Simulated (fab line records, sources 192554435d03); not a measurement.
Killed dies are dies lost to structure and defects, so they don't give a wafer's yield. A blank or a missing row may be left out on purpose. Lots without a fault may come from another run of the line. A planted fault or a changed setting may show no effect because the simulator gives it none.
Which tool did it? | flow n5_finfet | 11 lots, 33 wafers sampled, at 3 steps of a route of 1938

WHAT THE GAUGES READ, wafer by wafer
N5_BEOL_M15_CD_MEAS_10: target cd 360 nm.
lot  | measured     | on        | cd_nm (nm)
L641 | day 11 19:31 | cd_sem-03 | 357.5 359.2 358.6
L640 | day 11 19:40 | cd_sem-03 | 361.2 361.9 362.2
L644 | day 12 17:09 | cd_sem-03 | 358.3 361.2 360.2
L650 | day 14 05:16 | cd_sem-01 | 360.9 361.9 361.7
L649 | day 14 05:55 | cd_sem-01 | 362.3 360.7 362.3
L651 | day 14 13:44 | cd_sem-02 | 359.5 360.4 361.4
L655 | day 16 00:04 | cd_sem-03 | 360.0 358.6 360.7
L656 | day 16 07:14 | cd_sem-03 | 357.8 360.8 360.4
L659 | day 16 15:34 | cd_sem-03 | 358.2 358.6 357.3
L658 | day 17 00:22 | cd_sem-03 | 361.8 361.5 362.1
L661 | day 17 00:31 | cd_sem-01 | 359.5 360.9 359.2

WHICH TOOL RAN EACH LOT (tool, then ch and the chambers of the sampled wafers, then the start)
lot  | N5_BEOL_M14_ANNEAL_48            | N5_BEOL_M15_COAT_04
L641 | rtp_anneal-01 ch 0, day 11 18:04 | litho_track-04 ch 0, day 11 19:08
L640 | rtp_anneal-01 ch 0, day 11 18:20 | litho_track-01 ch 0, day 11 19:24
L644 | rtp_anneal-02 ch 0, day 12 15:41 | litho_track-02 ch 0, day 12 16:46
L650 | rtp_anneal-02 ch 0, day 14 03:55 | litho_track-04 ch 0, day 14 04:59
L649 | rtp_anneal-02 ch 0, day 14 04:30 | litho_track-04 ch 0, day 14 05:31
L651 | rtp_anneal-01 ch 0, day 14 12:25 | litho_track-04 ch 0, day 14 13:28
L655 | rtp_anneal-01 ch 0, day 15 22:43 | litho_track-01 ch 0, day 15 23:47
L656 | rtp_anneal-02 ch 0, day 16 05:46 | litho_track-02 ch 0, day 16 06:50
L659 | rtp_anneal-02 ch 0, day 16 14:14 | litho_track-01 ch 0, day 16 15:18
L658 | rtp_anneal-02 ch 0, day 16 23:00 | litho_track-02 ch 0, day 17 00:05
L661 | rtp_anneal-01 ch 0, day 16 23:10 | litho_track-01 ch 0, day 17 00:15
- N5_BEOL_M14_ANNEAL_48: time 90 s.
- N5_BEOL_M15_COAT_04: resist thk 800 nm.

THE ANSWER, worked out from the rows above alone
Rule: what is usual is taken from the lots themselves. Put in order of their means at a reading, lots are off if they are a third of the lots or fewer, leave a main group of 4 or more, and stand apart from it by a gap of 3 or more times the standard deviation of the main group's means; of several such gaps the widest counts. A main group whose means are all the same, to the digits that the tables above print for the reading, isn't used. A lot without any number at a reading at which 4 lots or more have one is off too. The other lots that the step has rows for count as sound.
No lot is off at any reading shown: from this, nothing can be told.

WHAT THE SIMULATOR HAD PUT IN
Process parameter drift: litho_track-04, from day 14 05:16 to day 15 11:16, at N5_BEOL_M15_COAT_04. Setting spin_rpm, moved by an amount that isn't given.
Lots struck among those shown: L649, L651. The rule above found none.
